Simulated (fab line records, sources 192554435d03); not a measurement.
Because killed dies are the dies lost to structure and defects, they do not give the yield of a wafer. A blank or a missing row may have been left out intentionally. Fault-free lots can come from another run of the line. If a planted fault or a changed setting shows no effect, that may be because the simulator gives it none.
Split-lot experiment | flow n5 finfet | on a route of 1938 steps: 7 lots, 21 wafers read

## SPLIT DETAILS
At N5_BEOL_M1_ETCH_64 (etches SOC in N2/H2, target depth 75 nm, overetch 15 nm, time 112.5 s), the setting bias w was moved away from the recipe's 150 W on 10 of the 21 wafers read, by -17.7% to +10.1%. This setting was run at the recipe's value on the other wafers.

The split's own step is where the reading is taken.

## THE READING
rf vpp V, in V, at N5_BEOL_M1_ETCH_64 (etches SOC in N2/H2, target depth 75 nm, overetch 15 nm, time 112.5 s). Typical for fault-free wafers on this fab line: 523.9 V, with standard deviation 2.8 V.

wafer  | tool, chamber at the split | bias w as run, W | against the recipe | rf vpp V, V | against lot-mates on the recipe
L074.1 | rie diel-05, 1             | 150              | recipe             | 523.1       | -
L074.3 | rie diel-05, 0             | 150              | recipe             | 525.4       | -
L074.5 | rie diel-05, 1             | 162.2            | +8.1%              | 549.3       | +25.0
L075.2 | rie diel-05, 0             | 138.2            | -7.9%              | 497.6       | -28.2
L075.3 | rie diel-05, 2             | 150              | recipe             | 525.8       | -
L075.5 | rie diel-05, 0             | 138.2            | -7.9%              | 498.2       | -27.6
L079.2 | rie diel-05, 2             | 132.8            | -11.5%             | 486.2       | -36.4
L079.3 | rie diel-05, 3             | 150              | recipe             | 523.0       | -
L079.4 | rie diel-05, 1             | 150              | recipe             | 522.3       | -
L080.1 | rie diel-02, 0             | 165.2            | +10.1%             | 559.6       | +34.5
L080.2 | rie diel-02, 3             | 150              | recipe             | 525.1       | -
L080.6 | rie diel-02, 1             | 165.2            | +10.1%             | 559.8       | +34.7
L083.1 | rie diel-02, 3             | 150              | recipe             | 522.6       | -
L083.3 | rie diel-02, 2             | 150              | recipe             | 521.5       | -
L083.6 | rie diel-02, 0             | 123.4            | -17.7%             | 465.5       | -56.5
L084.1 | rie diel-06, 3             | 150              | recipe             | 526.6       | -
L084.2 | rie diel-06, 0             | 150              | recipe             | 527.8       | -
L084.3 | rie diel-06, 2             | 150              | recipe             | 521.1       | -
L096.1 | rie diel-06, 3             | 131              | -12.7%             | 483.6       | no lot-mate on the recipe
L096.3 | rie diel-06, 1             | 131              | -12.7%             | 474.4       | no lot-mate on the recipe
L096.4 | rie diel-06, 2             | 131              | -12.7%             | 478.3       | no lot-mate on the recipe

THE FIT
A straight line over all 21 wafers: rf vpp V changes by +3.42 V for each +1% of bias w; r = +1.00; the points scatter about the line by 2.5 V.
The same after taking each lot's own level away (the mean of its wafers on the recipe; 18 wafers): +3.29 V for each +1%; r = +1.00; scatter 1.7 V.
The reading moves by 58 V for the largest change in bias w, on that fit.
Across the lots, their own levels run from 522.05 to 525.80 V, a range of 1.3 times the standard deviation given above.
So the lot-to-lot level changes the slope little: the two slopes agree.
Check: with one of the wafers moved furthest among these (-17.7%) left out of the fit, the line predicts -59.4 V for it against its lot-mates. Against them it came out at -56.5 V.
Tool readings at the split's step, against how far the setting was moved: rf vpp V r = +1.00.

## OTHER SPLITS APPLIED TO THESE WAFERS
These wafers also went through other splits before the reading. Each is held against what the fit with the lots' levels taken away leaves over:
other split on the same wafers       | wafers away from the commonest value | r with rf vpp V (lot level and that fit taken away)
N5_MOL_CONTACT_COAG_COAT_76 spin rpm | 4                                    | +0.13
N5_MOL_CONTACT_COAG_COAT_64 spin rpm | 5                                    | -0.09
N5_BEOL_M0_SAQP_ETCH_107 bias w      | 7                                    | -0.31
N5_BEOL_M1_PECVD_72 time s           | 2                                    | -0.19
N5_BEOL_M1_COAT_05 spin rpm          | 3                                    | -0.11

## THE WHOLE CHAIN: every reading that the file lists as answering this split, in the file's order
step               | what it does                                                          | reading                                                                          | change (the file's fit)                | r (the file's)
N5_BEOL_M1_ETCH_64 | etches SOC in N2/H2, target depth 75 nm, overetch 15 nm, time 112.5 s | rf vpp V                                                                         | +3.24 V for each +1% of the setting    | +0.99
N5_BEOL_M1_ETCH_64 | etches SOC in N2/H2, target depth 75 nm, overetch 15 nm, time 112.5 s | SiARC_of_BEOL_M1_COAT_62.thk nm (the simulator's own value, which no gauge read) | -0.0702 nm for each +1% of the setting | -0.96

## THE FILE'S OWN FIT
rf vpp V changes by +3.24 V for each +1% of bias w, r = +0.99.
